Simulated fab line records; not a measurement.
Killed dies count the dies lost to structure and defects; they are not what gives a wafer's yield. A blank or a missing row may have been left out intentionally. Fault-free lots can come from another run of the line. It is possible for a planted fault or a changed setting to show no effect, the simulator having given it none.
3 desks looking at one fault -- flow n5 finfet -- each desk holds nothing but its own numbers, with what lay behind them at the end

THE DEFECT DESK
Inspection counts along the route, by lot: the mean over sampled wafers that carry a number. If a lot's mean is further than 4 standard deviations from the usual mean, the lot is out of limits and carries the mark OUT (the distance appears in the brackets).
Columns: A = raw defect count at N5_SD_EPI_N_INSPECT_26, usual 195; B = raw defect count at N5_SD_EPI_P_INSPECT_11, usual 2.0
lot,first seen here,A,B
L203,day 3 12:05,218,1.7
L205,day 3 23:46,163,3.0
L207,day 4 12:19,119,2.0
L214,day 6 04:37,182,2.3
L224,day 8 17:23,179,2.3
L225,day 9 03:25,157,2.7
Result from this desk: across the 6 lots, nothing is out of limits.

TOOL OWNER'S DESK, litho track-04
The tool's own readings at N5_SD_EPI_P_COAT_03 (resist thk 150 nm): means of the sampled wafers that have a number, for each lot that ran on this tool. If a lot's mean is further than 4 standard deviations from the usual mean, the lot is out of limits and carries the mark OUT (the distance appears in the brackets).
Columns: A = resist line temp C at N5_SD_EPI_P_COAT_03, usual 22.99 C; B = spin speed rpm at N5_SD_EPI_P_COAT_03, usual 1499.9 rpm
lot,first seen here,A,B
L205,day 3 23:49,22.95,1501.1
L224,day 8 17:26,23.01,1676.3 (+99 or more) OUT
L225,day 9 03:28,22.97,1675.6 (+99 or more) OUT
This desk's finding: out of limits on L224, L225; first on L224, day 8 17:26 (spin speed rpm at N5_SD_EPI_P_COAT_03). Within limits: L205.

FROM THE METROLOGY DESK
Lot by lot, what the gauges showed, no matter which tool ran the lot: averages of those sampled wafers that carry a number. If a lot's mean is further than 4 standard deviations from the usual mean, the lot is out of limits and carries the mark OUT (the distance appears in the brackets).
Columns: A = thk nm at N5_SD_EPI_N_EPI_MEAS_23, usual 59.0 nm; B = cd nm at N5_SD_EPI_P_CD_MEAS_09, usual 239.8 nm; C = SD_P_BLK_OVL at N5_SD_EPI_P_OVL_MEAS_10, usual -0.3 nm
lot,first seen here,A,B,C
L203,day 3 10:56,58.6,241.2,-0.5
L205,day 3 23:06,59.0,239.7,-0.9
L207,day 4 11:14,59.7,239.8,0.6
L214,day 6 04:04,58.3,240.0,0.3
L224,day 8 16:49,57.9,241.6,-1.3
L225,day 9 02:52,60.9,239.4,-0.6
Result from this desk: across the 6 lots, nothing is out of limits.

TAKEN TOGETHER
The tool owner's desk had the chance to raise an alarm at day 8 17:26 on L224, L225.
The defect desk saw nothing out of limits.
Nothing out of limits was seen by the metrology desk.
The defect desk has L224, L225 on record, within its limits.
The metrology desk has L224, L225 on record, within its limits.
The lots listed all ran N5_SD_EPI_P_COAT_03 on litho track-04.

WHAT WAS PUT IN BY THE SIMULATOR
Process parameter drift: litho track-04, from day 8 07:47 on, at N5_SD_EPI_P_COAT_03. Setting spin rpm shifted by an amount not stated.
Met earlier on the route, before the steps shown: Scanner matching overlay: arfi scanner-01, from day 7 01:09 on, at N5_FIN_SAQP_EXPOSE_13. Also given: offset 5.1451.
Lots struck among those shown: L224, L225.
Time in hours from fault onset to the first out-of-limits reading at each desk: the tool owner's desk, 10.
